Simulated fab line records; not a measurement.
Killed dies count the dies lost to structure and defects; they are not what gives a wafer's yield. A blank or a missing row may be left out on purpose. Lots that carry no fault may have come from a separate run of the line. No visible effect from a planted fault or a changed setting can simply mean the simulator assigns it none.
Matching of chambers    flow n5Finfet    uvCure-01 running N5_BEOL_M8_CURE_75: 3 sister chambers
The step cures SiCOH lowk, time 120 s. 20 wafers are shown with their chamber, then 10 later ones without.

WAFERS PAIRED WITH THEIR CHAMBERS
wafer   chamber  wafer_temp_C_max  lampPowerPct (%)
L075.3  1        373.1             52.27
L075.5  1        373.4             52.35
L075.6  1        373.1             52.28
L076.1  0        371.3             52.27
L076.2  0        371.4             52.33
L076.5  0        371.3             52.28
L076.3  0        371.0             52.36
L076.4  0        371.2             52.24
L076.6  0        371.4             52.31
L078.1  0        371.9             52.26
L078.3  0        371.5             52.46
L078.5  0        372.1             52.19
L077.3  2        370.6             52.25
L077.4  2        371.3             52.29
L077.6  2        371.2             52.18
L089.2  2        371.1             52.36
L089.4  2        371.1             52.30
L089.5  2        371.8             52.34
L091.2  2        371.1             52.26
L091.3  2        371.5             52.30

SIGNATURES (averages over the wafers above)
reading           chamber 0  chamber 1  chamber 2  scatter within a chamber
wafer_temp_C_max  371.456    373.200    371.213    0.33
lampPowerPct      52.3000    52.3000    52.2850    0.0662
Rule: a wafer lies at a distance from a chamber equal to the root of the sum of squares, over the readings, of (its reading less the chamber's mean, divided by the reading's scatter). The wafer belongs to the nearest chamber; if the next one is less than 2 further off, it can't be placed. The scatter: take each reading less its chamber's mean, square it, sum over the shown wafers, divide by the number of wafers less the number of chambers, and take the root.

WAFERS MISSING THEIR CHAMBER
wafer   wafer_temp_C_max  lampPowerPct (%)
L091.5  371.1             52.36
L095.2  371.5             52.33
L095.3  371.2             52.22
L095.4  371.4             52.28
L096.2  371.1             52.36
L096.3  371.6             52.32
L096.6  371.3             52.26
L097.2  371.4             52.37
L097.4  371.8             52.26
L097.6  371.5             52.34

WHICH CHAMBER EACH ONE RAN IN
wafer   from the rows above      in truth
L091.5  can't be placed: 2 or 0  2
L095.2  can't be placed: 0 or 2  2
L095.3  can't be placed: 2 or 0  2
L095.4  can't be placed: 0 or 2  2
L096.2  can't be placed: 2 or 0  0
L096.3  can't be placed: 0 or 2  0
L096.6  can't be placed: 2 or 0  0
L097.2  can't be placed: 0 or 2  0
L097.4  can't be placed: 0 or 2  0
L097.6  can't be placed: 0 or 2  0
Correctly placed: 0 of 10. From these rows, 10 cannot be placed; in 10 the true chamber is one of the candidates. Number placed wrongly: 0.
